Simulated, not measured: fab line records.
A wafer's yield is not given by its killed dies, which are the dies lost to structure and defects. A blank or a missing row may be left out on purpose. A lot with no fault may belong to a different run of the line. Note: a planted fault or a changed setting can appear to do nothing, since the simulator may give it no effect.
Which tool was responsible? | flow nandHarc | 21 lots, 63 wafers sampled, at 6 steps of a route of 1159

== WHAT THE GAUGES READ, wafer by wafer ==
The record lacks any reading of a measuring or inspecting step that a usual standard deviation could be used to judge.

== EACH LOT AND THE TOOL THAT RAN IT (in order: tool; ch and the chambers of the sampled wafers; start) ==
lot  | NHARC_A_CONTACT_ETCH_113           | NHARC_A_CONTACT_ETCH_121           | NHARC_A_CONTACT_ETCH_102          | NHARC_A_CONTACT_ETCH_76                      | NHARC_A_CONTACT_ETCH_129           | NHARC_A_CONTACT_ETCH_130
L075 | harCapEtch-02 ch 0,1, day 16 09:50 | harCapEtch-02 ch 0,1, day 16 10:34 | rieDiel-06 ch 1,2,3, day 16 11:51 | rieDiel-03 ch 2,3, day 16 17:17 or earlier   | harCapEtch-01 ch 0,1, day 16 17:17 | harCapEtch-01 ch 0,1, day 16 17:25
L074 | harCapEtch-01 ch 0,1, day 16 12:07 | harCapEtch-01 ch 0,1, day 16 12:51 | rieDiel-03 ch 0,2, day 16 14:34   | rieDiel-03 ch 1,3, day 16 19:54 or earlier   | harCapEtch-03 ch 0,1, day 16 19:54 | harCapEtch-03 ch 0,1, day 16 20:03
L078 | harCapEtch-01 ch 0,1, day 17 01:28 | harCapEtch-01 ch 0,1, day 17 02:12 | rieDiel-06 ch 0,3, day 17 03:49   | rieDiel-03 ch 0,1,2, day 17 09:19 or earlier | harCapEtch-01 ch 0,1, day 17 09:19 | harCapEtch-01 ch 0,1, day 17 09:27
L076 | harCapEtch-03 ch 1, day 17 04:40   | harCapEtch-03 ch 1, day 17 05:23   | rieDiel-06 ch 1,3, day 17 06:43   | rieDiel-06 ch 0,3, day 17 13:05 or earlier   | harCapEtch-02 ch 0,1, day 17 13:05 | harCapEtch-02 ch 0,1, day 17 13:14
L080 | harCapEtch-03 ch 0,1, day 17 12:16 | harCapEtch-03 ch 0,1, day 17 13:00 | rieDiel-06 ch 1,2, day 17 14:38   | rieDiel-06 ch 0,1,3, day 17 23:15 or earlier | harCapEtch-03 ch 1, day 17 23:15   | harCapEtch-03 ch 1, day 17 23:24
L083 | harCapEtch-02 ch 0,1, day 17 23:41 | harCapEtch-02 ch 0,1, day 18 00:24 | rieDiel-03 ch 2,3, day 18 01:44   | rieDiel-03 ch 0,1,3, day 18 07:10 or earlier | harCapEtch-01 ch 0,1, day 18 07:10 | harCapEtch-01 ch 0,1, day 18 07:19
L082 | harCapEtch-02 ch 1, day 18 05:16   | harCapEtch-02 ch 1, day 18 06:00   | rieDiel-03 ch 1,2,3, day 18 08:11 | rieDiel-12 ch 1,2,3, day 18 17:08 or earlier | harCapEtch-02 ch 0,1, day 18 17:08 | harCapEtch-02 ch 0,1, day 18 17:17
L085 | harCapEtch-01 ch 0,1, day 18 17:41 | harCapEtch-01 ch 0,1, day 18 18:25 | rieDiel-03 ch 0,3, day 18 19:43   | rieDiel-06 ch 2,3, day 19 01:28 or earlier   | harCapEtch-01 ch 0,1, day 19 01:28 | harCapEtch-01 ch 0,1, day 19 01:37
L081 | harCapEtch-03 ch 0,1, day 18 19:02 | harCapEtch-03 ch 0,1, day 18 19:46 | rieDiel-03 ch 2,3, day 18 21:04   | rieDiel-03 ch 0,2, day 19 03:47 or earlier   | harCapEtch-02 ch 0,1, day 19 03:47 | harCapEtch-02 ch 0,1, day 19 03:56
L084 | harCapEtch-03 ch 0,1, day 19 02:23 | harCapEtch-03 ch 0,1, day 19 03:07 | rieDiel-03 ch 0,1,3, day 19 04:23 | rieDiel-03 ch 0,1,2, day 19 10:16 or earlier | harCapEtch-01 ch 0,1, day 19 10:16 | harCapEtch-01 ch 0,1, day 19 10:25
L087 | harCapEtch-03 ch 0,1, day 19 08:25 | harCapEtch-03 ch 0,1, day 19 09:08 | rieDiel-06 ch 0,2, day 19 10:46   | rieDiel-12 ch 1,2,3, day 19 16:00 or earlier | harCapEtch-02 ch 0,1, day 19 16:00 | harCapEtch-02 ch 0,1, day 19 16:08
L086 | harCapEtch-03 ch 0,1, day 19 10:56 | harCapEtch-03 ch 0,1, day 19 11:40 | rieDiel-03 ch 1,2,3, day 19 12:57 | rieDiel-03 ch 0,1,2, day 19 18:09 or earlier | harCapEtch-03 ch 0,1, day 19 18:09 | harCapEtch-03 ch 0,1, day 19 18:18
L089 | harCapEtch-01 ch 0,1, day 19 20:01 | harCapEtch-01 ch 0,1, day 19 20:59 | rieDiel-03 ch 1,2, day 19 22:25   | rieDiel-03 ch 1,2,3, day 20 03:46 or earlier | harCapEtch-02 ch 0,1, day 20 03:46 | harCapEtch-02 ch 0,1, day 20 03:58
L088 | harCapEtch-01 ch 0,1, day 20 02:01 | harCapEtch-01 ch 0,1, day 20 02:59 | rieDiel-03 ch 2,3, day 20 04:26   | rieDiel-12 ch 0,2,3, day 20 10:32 or earlier | harCapEtch-03 ch 0,1, day 20 10:32 | harCapEtch-03 ch 0,1, day 20 10:41
L090 | harCapEtch-03 ch 0,1, day 20 07:10 | harCapEtch-03 ch 0,1, day 20 07:53 | rieDiel-06 ch 1,2,3, day 20 09:11 | rieDiel-03 ch 0,2,3, day 20 14:31 or earlier | harCapEtch-01 ch 0,1, day 20 14:31 | harCapEtch-01 ch 0,1, day 20 14:43
L091 | harCapEtch-01 ch 0,1, day 20 09:20 | harCapEtch-01 ch 0,1, day 20 10:19 | rieDiel-06 ch 1,2,3, day 20 13:17 | rieDiel-03 ch 0,1,2, day 20 21:08 or earlier | harCapEtch-01 ch 1, day 20 21:08   | harCapEtch-01 ch 1, day 20 21:20
L093 | harCapEtch-02 ch 0,1, day 20 12:34 | harCapEtch-02 ch 0,1, day 20 13:17 | rieDiel-12 ch 1,2,3, day 20 14:37 | rieDiel-03 ch 0,1,3, day 20 21:44 or earlier | harCapEtch-02 ch 0,1, day 20 21:44 | harCapEtch-02 ch 0,1, day 20 21:52
L095 | harCapEtch-03 ch 0,1, day 20 22:49 | harCapEtch-03 ch 0,1, day 20 23:32 | rieDiel-06 ch 0,3, day 21 00:48   | rieDiel-06 ch 1,2,3, day 21 09:59 or earlier | harCapEtch-02 ch 0,1, day 21 09:59 | harCapEtch-02 ch 0,1, day 21 10:07
L094 | harCapEtch-03 ch 0,1, day 21 02:29 | harCapEtch-03 ch 0,1, day 21 03:13 | rieDiel-06 ch 1,2, day 21 04:29   | rieDiel-03 ch 1,2,3, day 21 14:10 or earlier | harCapEtch-03 ch 0,1, day 21 14:10 | harCapEtch-03 ch 0,1, day 21 14:19
L097 | harCapEtch-02 ch 0,1, day 21 17:28 | harCapEtch-02 ch 0,1, day 21 18:12 | rieDiel-12 ch 0,2, day 21 19:34   | rieDiel-03 ch 0,1,2, day 22 00:43 or earlier | harCapEtch-03 ch 0,1, day 22 00:43 | harCapEtch-03 ch 0,1, day 22 00:52
L096 | harCapEtch-01 ch 0,1, day 21 23:40 | harCapEtch-01 ch 0,1, day 22 00:24 | rieDiel-03 ch 1,3, day 22 01:41   | rieDiel-12 ch 0,2,3, day 22 06:53 or earlier | harCapEtch-01 ch 0,1, day 22 06:53 | harCapEtch-01 ch 0,1, day 22 07:01
- NHARC_A_CONTACT_ETCH_113: etches the open film in C4F8/O2/Ar, time 94 s, target depth 922 nm.
- NHARC_A_CONTACT_ETCH_121: etches the open film in C4F8/O2/Ar, time 94 s, target depth 922 nm.
- NHARC_A_CONTACT_ETCH_102: etches the open film in CF4/O2, target depth 70 nm, overetch 7 nm, time 38.5 s.
- NHARC_A_CONTACT_ETCH_76: etches the open film in N2/H2, target depth 260 nm, time 475.3 s.
- NHARC_A_CONTACT_ETCH_129: etches the open film in C4F8/O2/Ar, time 155 s, target depth 956 nm.
- NHARC_A_CONTACT_ETCH_130: etches the open film in C4F8/O2/Ar, time 155 s, target depth 956 nm.

== WHAT THE TOOLS THEMSELVES READ (means of the sampled wafers that have a number; where no wafer has one, the mark that the record gives instead) ==
NHARC_A_CONTACT_ETCH_113.
lot  | tool          | chamberPressureMTorr (mTorr) | oesAirLineAu (a.u.)
L075 | harCapEtch-02 | 19.997                       | 0.990
L074 | harCapEtch-01 | 19.997                       | 1.026
L078 | harCapEtch-01 | 19.989                       | 1.014
L076 | harCapEtch-03 | 19.990                       | 1.003
L080 | harCapEtch-03 | 20.001                       | 0.997
L083 | harCapEtch-02 | 19.987                       | 1.011
L082 | harCapEtch-02 | 19.998                       | 0.985
L085 | harCapEtch-01 | 20.001                       | 1.013
L081 | harCapEtch-03 | 20.010                       | 1.039
L084 | harCapEtch-03 | 20.004                       | 0.987
L087 | harCapEtch-03 | 19.988                       | 1.017
L086 | harCapEtch-03 | 19.986                       | 1.000
L089 | harCapEtch-01 | 20.003                       | 1.022
L088 | harCapEtch-01 | 20.005                       | 1.007
L090 | harCapEtch-03 | 20.008                       | 0.989
L091 | harCapEtch-01 | 19.998                       | 0.987
L093 | harCapEtch-02 | 20.020                       | 0.998
L095 | harCapEtch-03 | 19.990                       | 0.984
L094 | harCapEtch-03 | 20.001                       | 1.007
L097 | harCapEtch-02 | 19.979                       | 0.998
L096 | harCapEtch-01 | 20.001                       | 0.996

NHARC_A_CONTACT_ETCH_121.
lot  | tool          | chamberPressureMTorr (mTorr) | oesAirLineAu (a.u.)
L075 | harCapEtch-02 | 19.993                       | 1.012
L074 | harCapEtch-01 | 20.023                       | 1.015
L078 | harCapEtch-01 | 19.989                       | 1.012
L076 | harCapEtch-03 | 19.988                       | 1.005
L080 | harCapEtch-03 | 19.985                       | 0.996
L083 | harCapEtch-02 | 19.991                       | 0.998
L082 | harCapEtch-02 | 19.996                       | 1.017
L085 | harCapEtch-01 | 19.991                       | 1.012
L081 | harCapEtch-03 | 20.002                       | 0.986
L084 | harCapEtch-03 | 20.000                       | 0.969
L087 | harCapEtch-03 | 20.004                       | 0.990
L086 | harCapEtch-03 | 19.995                       | 1.002
L089 | harCapEtch-01 | 19.990                       | 1.004
L088 | harCapEtch-01 | 19.994                       | 0.981
L090 | harCapEtch-03 | 20.027                       | 1.002
L091 | harCapEtch-01 | 20.008                       | 1.007
L093 | harCapEtch-02 | 19.989                       | 0.988
L095 | harCapEtch-03 | 19.994                       | 0.996
L094 | harCapEtch-03 | 19.985                       | 0.990
L097 | harCapEtch-02 | 20.007                       | 1.014
L096 | harCapEtch-01 | 19.998                       | 0.995

NHARC_A_CONTACT_ETCH_102.
lot  | tool       | chamberPressureMTorr (mTorr) | drypumpMotorCurrentA (A) | oes_f_703_au (a.u.) | oes_o_777_au (a.u.) | oesProductAu (a.u.) | rfVppV (V) | showerheadPlenumPTorr (Torr) | throttleValvePct (%)
L075 | rieDiel-06 | 29.974                       | 6.0                      | 1.003               | 1.004               | 1.001               | 197.6      | 1.37                         | 13.398
L074 | rieDiel-03 | 30.003                       | 5.9                      | 1.002               | 1.000               | 0.991               | 196.6      | 1.28                         | 13.397
L078 | rieDiel-06 | 29.984                       | 5.5                      | 0.999               | 0.997               | 0.999               | 197.2      | 1.33                         | 13.395
L076 | rieDiel-06 | 30.033                       | 6.1                      | 1.004               | 0.995               | 0.997               | 199.0      | 1.38                         | 13.393
L080 | rieDiel-06 | 29.997                       | 6.0                      | 1.003               | 1.000               | 1.000               | 197.8      | 1.36                         | 13.398
L083 | rieDiel-03 | 29.999                       | 5.5                      | 0.999               | 1.004               | 0.998               | 195.5      | 1.25                         | 13.399
L082 | rieDiel-03 | 29.997                       | 5.5                      | 0.996               | 1.001               | 1.003               | 195.9      | 1.29                         | 13.400
L085 | rieDiel-03 | 29.991                       | 5.8                      | 1.000               | 0.999               | 1.002               | 196.3      | 1.26                         | 13.391
L081 | rieDiel-03 | 30.003                       | 5.4                      | 1.005               | 1.002               | 1.013               | 195.8      | 1.25                         | 13.401
L084 | rieDiel-03 | 30.010                       | 5.9                      | 1.007               | 0.997               | 0.981               | 196.4      | 1.29                         | 13.402
L087 | rieDiel-06 | 30.019                       | 5.5                      | 1.000               | 1.002               | 1.003               | 198.4      | 1.32                         | 13.399
L086 | rieDiel-03 | 30.005                       | 5.5                      | 1.000               | 0.999               | 0.997               | 196.4      | 1.29                         | 13.398
L089 | rieDiel-03 | 30.013                       | 5.6                      | 1.003               | 0.997               | 0.994               | 197.9      | 1.32                         | 13.396
L088 | rieDiel-03 | 29.979                       | 5.5                      | 1.003               | 1.002               | 0.993               | 197.0      | 1.25                         | 13.398
L090 | rieDiel-06 | 30.003                       | 6.0                      | 0.998               | 0.999               | 1.009               | 198.1      | 1.37                         | 13.396
L091 | rieDiel-06 | 30.027                       | 6.0                      | 1.003               | 0.999               | 1.006               | 198.9      | 1.37                         | 13.401
L093 | rieDiel-12 | 30.018                       | 5.4                      | 1.005               | 0.998               | 0.988               | 196.5      | 1.32                         | 13.388
L095 | rieDiel-06 | 29.992                       | 5.8                      | 0.999               | 1.003               | 1.009               | 198.3      | 1.35                         | 13.391
L094 | rieDiel-06 | 30.006                       | 5.9                      | 1.002               | 0.999               | 0.992               | 197.6      | 1.36                         | 13.403
L097 | rieDiel-12 | 30.019                       | 5.5                      | 0.998               | 0.996               | 1.004               | 197.4      | 1.32                         | 13.392
L096 | rieDiel-03 | 29.958                       | 5.7                      | 1.002               | 1.004               | 0.998               | 197.1      | 1.31                         | 13.389

NHARC_A_CONTACT_ETCH_76.
lot  | tool       | chamberPressureMTorr (mTorr) | drypumpMotorCurrentA (A) | oesProductAu (a.u.) | rfVppV (V) | showerheadPlenumPTorr (Torr) | throttleValvePct (%)
L075 | rieDiel-03 | 30.015                       | 5.4                      | 1.000               | 426.7      | 1.91                         | 14.175
L074 | rieDiel-03 | 30.012                       | 5.7                      | 0.999               | 429.7      | 2.02                         | 14.172
L078 | rieDiel-03 | 30.017                       | 5.8                      | 0.999               | 429.4      | 1.99                         | 14.174
L076 | rieDiel-06 | 29.998                       | 5.8                      | 0.994               | 431.9      | 2.08                         | 14.169
L080 | rieDiel-06 | 29.997                       | 5.7                      | 0.990               | 431.6      | 2.07                         | 14.173
L083 | rieDiel-03 | 29.974                       | 5.9                      | 1.002               | 429.3      | 1.98                         | 14.172
L082 | rieDiel-12 | 30.017                       | 5.4                      | 0.998               | 430.5      | 2.03                         | 14.167
L085 | rieDiel-06 | 29.993                       | 6.1                      | 1.009               | 432.6      | 2.08                         | 14.171
L081 | rieDiel-03 | 30.002                       | 5.7                      | 1.000               | 427.2      | 1.93                         | 14.177
L084 | rieDiel-03 | 29.990                       | 5.8                      | 0.991               | 429.1      | 1.98                         | 14.168
L087 | rieDiel-12 | 29.988                       | 5.4                      | 0.996               | 430.5      | 2.03                         | 14.164
L086 | rieDiel-03 | 30.049                       | 5.8                      | 1.004               | 428.7      | 1.98                         | 14.171
L089 | rieDiel-03 | 30.008                       | 5.6                      | 1.001               | 427.9      | 1.95                         | 14.186
L088 | rieDiel-12 | 29.974                       | 5.3                      | 0.997               | 429.5      | 2.00                         | 14.172
L090 | rieDiel-03 | 29.990                       | 5.7                      | 1.001               | 427.3      | 1.92                         | 14.174
L091 | rieDiel-03 | 30.005                       | 5.8                      | 0.993               | 429.8      | 1.98                         | 14.168
L093 | rieDiel-03 | 29.965                       | 5.9                      | 1.002               | 427.4      | 1.97                         | 14.175
L095 | rieDiel-06 | 29.998                       | 6.0                      | 0.990               | 431.2      | 2.09                         | 14.166
L094 | rieDiel-03 | 30.015                       | 5.5                      | 0.999               | 427.2      | 1.95                         | 14.170
L097 | rieDiel-03 | 30.017                       | 5.8                      | 0.996               | 429.2      | 1.98                         | 14.168
L096 | rieDiel-12 | 30.001                       | 5.3                      | 1.008               | 429.4      | 1.99                         | 14.176

NHARC_A_CONTACT_ETCH_129.
lot  | tool          | chamberPressureMTorr (mTorr) | oesAirLineAu (a.u.)
L075 | harCapEtch-01 | 19.991                       | 0.997
L074 | harCapEtch-03 | 19.999                       | 0.989
L078 | harCapEtch-01 | 20.007                       | 0.992
L076 | harCapEtch-02 | 20.036                       | 1.006
L080 | harCapEtch-03 | 20.013                       | 1.006
L083 | harCapEtch-01 | 20.009                       | 1.019
L082 | harCapEtch-02 | 20.015                       | 0.988
L085 | harCapEtch-01 | 19.992                       | 1.007
L081 | harCapEtch-02 | 20.010                       | 0.978
L084 | harCapEtch-01 | 19.997                       | 0.998
L087 | harCapEtch-02 | 20.008                       | 1.032
L086 | harCapEtch-03 | 19.992                       | 1.002
L089 | harCapEtch-02 | 19.999                       | 1.005
L088 | harCapEtch-03 | 19.993                       | 1.015
L090 | harCapEtch-01 | 19.992                       | 1.004
L091 | harCapEtch-01 | 20.002                       | 0.981
L093 | harCapEtch-02 | 20.002                       | 1.002
L095 | harCapEtch-02 | 19.974                       | 1.008
L094 | harCapEtch-03 | 19.997                       | 1.020
L097 | harCapEtch-03 | 20.006                       | 0.986
L096 | harCapEtch-01 | 19.991                       | 1.011

NHARC_A_CONTACT_ETCH_130.
lot  | tool          | chamberPressureMTorr (mTorr) | oesAirLineAu (a.u.)
L075 | harCapEtch-01 | 20.000                       | 0.998
L074 | harCapEtch-03 | 19.989                       | 0.999
L078 | harCapEtch-01 | 19.992                       | 0.997
L076 | harCapEtch-02 | 20.005                       | 1.001
L080 | harCapEtch-03 | 20.012                       | 1.016
L083 | harCapEtch-01 | 19.995                       | 1.020
L082 | harCapEtch-02 | 20.005                       | 1.019
L085 | harCapEtch-01 | 20.009                       | 0.986
L081 | harCapEtch-02 | 20.005                       | 0.990
L084 | harCapEtch-01 | 20.024                       | 0.998
L087 | harCapEtch-02 | 19.991                       | 1.015
L086 | harCapEtch-03 | 20.015                       | 1.003
L089 | harCapEtch-02 | 19.998                       | 0.994
L088 | harCapEtch-03 | 19.994                       | 1.001
L090 | harCapEtch-01 | 19.978                       | 0.988
L091 | harCapEtch-01 | 20.004                       | 0.995
L093 | harCapEtch-02 | 19.987                       | 1.019
L095 | harCapEtch-02 | 19.998                       | 1.002
L094 | harCapEtch-03 | 20.009                       | 0.968
L097 | harCapEtch-03 | 19.985                       | 0.983
L096 | harCapEtch-01 | 19.989                       | 0.996

== THE ANSWER, worked out from the rows above alone ==
Rule: the lots themselves supply what counts as usual. Put in order of their means at a reading, lots are off if they are a third of the lots or fewer, leave a main group of 4 or more, and stand apart from it by a gap of 3 or more times the standard deviation of the main group's means; of several such gaps the widest counts. A main group is skipped when, at the precision printed for the reading in the tables above, its means are all equal. Also off: a lot with no number at a reading for which 4 or more lots have one. The other lots that the step has rows for count as sound. The gauges are gone through in route order, then the tools' own readings, and for those a lot's mean is taken as printed above. The first step at which some lot is off is used, and at that step the reading that is off furthest; a lot without a number counts as furthest.
Nothing can be told from this: no lot is off at any reading shown.

== WHAT WAS PUT IN BY THE SIMULATOR ==
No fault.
